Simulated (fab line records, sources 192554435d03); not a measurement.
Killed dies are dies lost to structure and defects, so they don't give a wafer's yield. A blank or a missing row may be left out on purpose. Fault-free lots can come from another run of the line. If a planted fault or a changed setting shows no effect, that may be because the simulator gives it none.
Problem report, 8D (eight disciplines) form, completed by code    flow n5Finfet    the parts of the form that need people (team, actions taken, sign-off) are left out

## 1. THE PROBLEM
Wafers free of any fault read 43.9 nm (standard deviation 0.62) for VIA_MOL_THK at N5_MOL_CONTACT_COAG_THK_MEAS_53, against a mean of 39.2 nm on 2 wafers of 2 lots. Relative to the usual mean, that is a shift of -7.7 standard deviations.
The first sign was on wafer L935.5 at day 7 18:40, on filmMetro-02. Wafers with a number at this step in the record: 26, from 9 lots. The rule behind "out" and "out of limits": a value lying over 4 standard deviations away from the usual mean. Any other wafer with a number is counted as sound.

## 2. WHAT IT IS AND WHAT IT IS NOT
question                     is                is not
which readings at this step  VIA_MOL_THK       -
which lots                   L935, L939        L925, L928, L929, L931, L940, L941, L946
which wafers of those lots   L935.5, L939.5    L935.4, L935.6, L939.6
read on which gauges         filmMetro-02      filmMetro-01
when                         from day 7 18:40  up to then (14 sound wafers); but 10 sound wafers of L939, L940, L941, L946 came after

## 3. WHAT RULES OUT EACH SUSPECT
Counting: any tool at a process step up to the reading remains a suspect provided it ran every lot that is out. Sound lots after the first of them don't rule it out here, since some wafers of a struck lot are sound.
- the gauge at N5_MOL_CONTACT_COAG_THK_MEAS_53: kept. All the wafers that are out were read on filmMetro-02, and no step on other tools shows them out.
- pecvd-04 at N5_MOL_CONTACT_COAG_PECVD_31 (deposits SiO2 from TEOS/O2, target thk 46 nm, time 8.9 s): kept. Every lot that is out went through it, the first being L935 (day 7 14:42); the last sound lot it ran before that was L929 (day 6 01:02).
- rieDiel-04 at N5_MOL_CONTACT_COAG_DESCUM_45 (chemistry O2, time 7 s): kept. Every lot that is out went through it, the first being L935 (day 7 17:00); the last sound lot it ran before that was L931 (day 6 15:13).
After the count, these remain: pecvd-04 at N5_MOL_CONTACT_COAG_PECVD_31, rieDiel-04 at N5_MOL_CONTACT_COAG_DESCUM_45 and filmMetro-02 at N5_MOL_CONTACT_COAG_THK_MEAS_53.

## 4. THE CAUSE (what the simulator had put in)
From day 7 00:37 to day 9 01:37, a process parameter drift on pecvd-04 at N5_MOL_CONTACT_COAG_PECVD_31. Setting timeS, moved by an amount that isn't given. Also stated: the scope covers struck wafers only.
Of the 3 suspects that counting leaves, this tool is one.

## 5. THE CHAIN OF EFFECTS, in route order
Each row: a reading where the mean over the struck wafers with a number is more than 3 standard deviations away from the usual. Only readings for which the record gives a usual standard deviation are gone through. hours: the time from each lot's start at the first step in this table that gives one to its start at this step, as a median over the lots. sigmas: the change in usual standard deviations.
hours  step                             reading      usual    on struck wafers  change  sigmas
0      N5_MOL_CONTACT_COAG_THK_MEAS_53  VIA_MOL_THK  43.9 nm  39.2              -4.7    -7.7
Later measuring or inspecting steps at which every struck wafer that the step has a row for has a number for every such reading, and none has moved that far: N5_BEOL_M4_RC_MEAS_101.

## 6. WHAT WOULD HAVE CAUGHT IT SOONER
18 hours passed between the start of the fault at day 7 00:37 and the first reading out of limits at a measuring or inspecting step in this record, taken at day 7 18:40.
L939, from the lots that are out (2), started N5_MOL_CONTACT_COAG_PECVD_31 on pecvd-04 later than day 7 18:40. Had the tool been put on hold then, it would have been spared.
